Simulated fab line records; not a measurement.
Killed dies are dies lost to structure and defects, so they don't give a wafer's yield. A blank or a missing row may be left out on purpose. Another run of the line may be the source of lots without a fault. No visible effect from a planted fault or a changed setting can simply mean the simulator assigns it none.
Matching of chambers :: flow n5 finfet :: pecvd-02 running N5_FIN_SAQP_PECVD_47: 3 sister chambers
The step deposits a-Si from SiH4/He, target thk 45 nm, time 36.3 s. 6 wafers are shown with their chamber, then 9 later ones without.

WAFERS PAIRED WITH THEIR CHAMBERS
wafer: L084.2
chamber: 0
heater power w (W): 770
showerhead plenum p Torr (Torr): 5.70

wafer: L085.3
chamber: 2
heater power w (W): 1077
showerhead plenum p Torr (Torr): 5.66

wafer: L085.4
chamber: 2
heater power w (W): 1074
showerhead plenum p Torr (Torr): 5.65

wafer: L090.3
chamber: 1
heater power w (W): 818
showerhead plenum p Torr (Torr): 5.58

wafer: L090.5
chamber: 1
heater power w (W): 831
showerhead plenum p Torr (Torr): 5.57

wafer: L090.6
chamber: 0
heater power w (W): 748
showerhead plenum p Torr (Torr): 5.70

WAFERS MISSING THEIR CHAMBER
wafer: L092.2
heater power w (W): 1078
showerhead plenum p Torr (Torr): 5.66

wafer: L092.4
heater power w (W): 796
showerhead plenum p Torr (Torr): 5.71

wafer: L092.6
heater power w (W): 759
showerhead plenum p Torr (Torr): 5.57

wafer: L093.2
heater power w (W): 775
showerhead plenum p Torr (Torr): 5.71

wafer: L093.3
heater power w (W): 1101
showerhead plenum p Torr (Torr): 5.66

wafer: L093.4
heater power w (W): 781
showerhead plenum p Torr (Torr): 5.71

wafer: L097.2
heater power w (W): 769
showerhead plenum p Torr (Torr): 5.58

wafer: L097.3
heater power w (W): 1019
showerhead plenum p Torr (Torr): 5.67

wafer: L097.4
heater power w (W): 793
showerhead plenum p Torr (Torr): 5.70

WHICH CHAMBER EACH ONE RAN IN
wafer: L092.2
from the rows above: 2
in truth: 2

wafer: L092.4
from the rows above: 0
in truth: 0

wafer: L092.6
from the rows above: 1
in truth: 1

wafer: L093.2
from the rows above: 0
in truth: 0

wafer: L093.3
from the rows above: 2
in truth: 2

wafer: L093.4
from the rows above: 0
in truth: 0

wafer: L097.2
from the rows above: 1
in truth: 1

wafer: L097.3
from the rows above: 2
in truth: 2

wafer: L097.4
from the rows above: 0
in truth: 0
9 of 9 placed correctly. Left unplaced by these rows: 0. Placed wrongly: 0.
How it was worked out, from the rows above alone: a wafer's distance from a chamber is the root of the sum, over the readings, of the square of ((its reading less the chamber's mean) divided by the reading's scatter). The wafer belongs to the nearest chamber; if the next one is less than 2 further off, it can't be placed. The mean given for a chamber averages the wafers shown for that chamber. The scatter is the square root of a quotient: the sum, over the shown wafers, of each reading's squared deviation from its chamber's mean, divided by wafers minus chambers.
